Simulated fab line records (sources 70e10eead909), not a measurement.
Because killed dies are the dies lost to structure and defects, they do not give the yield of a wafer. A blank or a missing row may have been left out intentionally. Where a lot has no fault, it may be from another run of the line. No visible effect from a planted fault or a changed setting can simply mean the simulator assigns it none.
Chamber matching | flow nand-harc | NHARC_P_CONTACT_CMP_24 on cmp-02: 4 sister chambers
The step polishes, t overpolish 30 s, target thk 200 nm. 8 wafers are shown with their chamber, then 7 later ones without.

WAFERS, EACH WITH ITS CHAMBER
wafer  | chamber | motor-current-A (A) | time-to-endpoint-s (s)
L820.6 | 2       | 11.5                | 38.2
L824.3 | 2       | 11.0                | 34.5
L824.4 | 0       | 12.4                | 40.2
L829.1 | 0       | 12.6                | 43.6
L829.2 | 3       | 11.2                | 43.3
L829.4 | 1       | 9.7                 | 45.2
L832.4 | 3       | 11.4                | 40.8
L832.5 | 1       | 9.8                 | 39.7

WAFERS MISSING THEIR CHAMBER
wafer  | motor-current-A (A) | time-to-endpoint-s (s)
L832.6 | 12.7                | 40.5
L835.1 | 12.4                | 38.0
L835.2 | 10.6                | 41.9
L835.3 | 11.3                | 35.0
L837.2 | 11.0                | 38.8
L837.3 | 11.6                | 40.7
L837.4 | 11.3                | 34.8

CHAMBER TAKEN BY EACH
wafer  | from the rows above          | in truth
L832.6 | 0                            | 0
L835.1 | 0                            | 0
L835.2 | can't be placed: 3 or 2 or 1 | 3
L835.3 | can't be placed: 2 or 3      | 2
L837.2 | can't be placed: 2 or 3      | 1
L837.3 | can't be placed: 3 or 2      | 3
L837.4 | 2                            | 2
Correctly placed: 3 of 7. Not placeable from these rows: 4 (in 3, the candidates include the true chamber). Wrongly placed: 0.
How it was worked out, from the rows above alone: a wafer's distance from a chamber is the root of the sum, over the readings, of the square of ((its reading less the chamber's mean) divided by the reading's scatter). If the next closest chamber is less than 2 further off than the closest, the wafer can't be placed; otherwise it belongs to the closest. For every chamber, the mean is computed from those of its wafers that are shown. The scatter: the root of (the sum of the squares of (reading less its chamber's mean) over the shown wafers, divided by (wafers less chambers)).
